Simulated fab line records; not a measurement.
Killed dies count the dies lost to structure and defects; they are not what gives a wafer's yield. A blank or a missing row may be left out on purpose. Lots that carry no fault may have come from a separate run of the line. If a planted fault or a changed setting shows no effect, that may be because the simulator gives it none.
Lot-split experiment -- flow n5_finfet -- 21 wafers read from 7 lots, route of 1938 steps

THE SPLIT
At N5_BEOL_M4_DESCUM_33 (chemistry O2, time 7 s), the setting time_s was moved away from the recipe's 7 s on 7 of the 21 wafers read, by -19.7% to +12.6%. All remaining wafers had this setting at the recipe value.

There is no step in the file separating the split from the reading.

THE READING
CAR-EUV_of_BEOL_M4_COAT_22.thk_nm (the simulator's own value, which no gauge read), in nm, at N5_BEOL_M4_ETCH_77 (etches underlayer in N2/H2, target depth 6.5 nm, time 5.2 s). The file gives no usual value for it. The 14 wafers here that ran the recipe average 20.3 nm, standard deviation 0.096 nm.

wafer,"tool, chamber at the split","time_s as run, s",against the recipe,"CAR-EUV_of_BEOL_M4_COAT_22.thk_nm, nm",against lot-mates on the recipe
L075.1,"rie_diel-06, 1,0",7,recipe,20.4,-
L075.3,"rie_diel-06, 1,0",7,recipe,20.4,-
L075.6,"rie_diel-06, 0",7.824,+11.8%,19.8,-0.6
L076.1,"rie_diel-03, 0",6.317,-9.8%,20.8,+0.4
L076.2,"rie_diel-03, 2",6.317,-9.8%,20.8,+0.4
L076.6,"rie_diel-03, 1",7,recipe,20.4,-
L085.4,"rie_diel-06, 1",7,recipe,20.4,-
L085.5,"rie_diel-06, 2,0",7.556,+7.9%,20.2,-0.2
L085.6,"rie_diel-06, 2,0",7.556,+7.9%,20.4,+0.0
L091.4,"rie_diel-06, 3,2,3",7,recipe,20.4,-
L091.5,"rie_diel-06, 3,2,3",7,recipe,20.4,-
L091.6,"rie_diel-06, 3,2,3",7,recipe,20.4,-
L094.1,"rie_diel-01, 2",7.881,+12.6%,20.2,-0.2
L094.2,"rie_diel-01, 3,1",7,recipe,20.4,-
L094.3,"rie_diel-01, 3,1",7,recipe,20.4,-
L095.2,"rie_diel-01, 1",5.619,-19.7%,20.8,+0.6
L095.3,"rie_diel-01, 0,3",7,recipe,20.2,-
L095.6,"rie_diel-01, 0,3",7,recipe,20.2,-
L097.1,"rie_diel-01, 2",7,recipe,20.2,-
L097.3,"rie_diel-01, 0,1",7,recipe,20.2,-
L097.4,"rie_diel-01, 0,1",7,recipe,20.2,-
If several chambers appear in one row, that row covers several wafers at once and the file leaves open which wafer was in which chamber.

THE FIT
A straight line over all 21 wafers: CAR-EUV_of_BEOL_M4_COAT_22.thk_nm changes by -0.0268 nm for each +1% of time_s; r = -0.81; the points scatter about the line by 0.14 nm.
The same after taking each lot's own level away (the mean of its wafers on the recipe; 21 wafers): -0.0307 nm for each +1%; r = -0.92; scatter 0.093 nm.
Per that fit: largest time_s move, reading shift of 0.61 nm.
The lots' own levels span 20.20 to 20.40 nm, that is 2.1 times the standard deviation above.
So the slope is not independent of the lot-to-lot level: the two fits are not the same.
Check: for one of the wafers moved furthest among these (-19.7%), held out of the fit, the line's prediction against its lot-mates is +0.648 nm. It came out at +0.6 nm against them.

THE WHOLE CHAIN: every reading that the file lists as answering this split, in the file's order
step,what it does,reading,change (the file's fit),r (the file's)
N5_BEOL_M4_DESCUM_33,"chemistry O2, time 7 s","CAR-EUV_of_BEOL_M4_COAT_22.thk_nm (the simulator's own value, which no gauge read)",-0.0302 nm for each +1% of the setting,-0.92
N5_BEOL_M4_ETCH_77,"etches underlayer in N2/H2, target depth 6.5 nm, time 5.2 s","CAR-EUV_of_BEOL_M4_COAT_22.thk_nm (the simulator's own value, which no gauge read)",-0.0309 nm for each +1% of the setting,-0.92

THE FILE'S OWN FIT
CAR-EUV_of_BEOL_M4_COAT_22.thk_nm changes by -0.0309 nm for each +1% of time_s, r = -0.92.
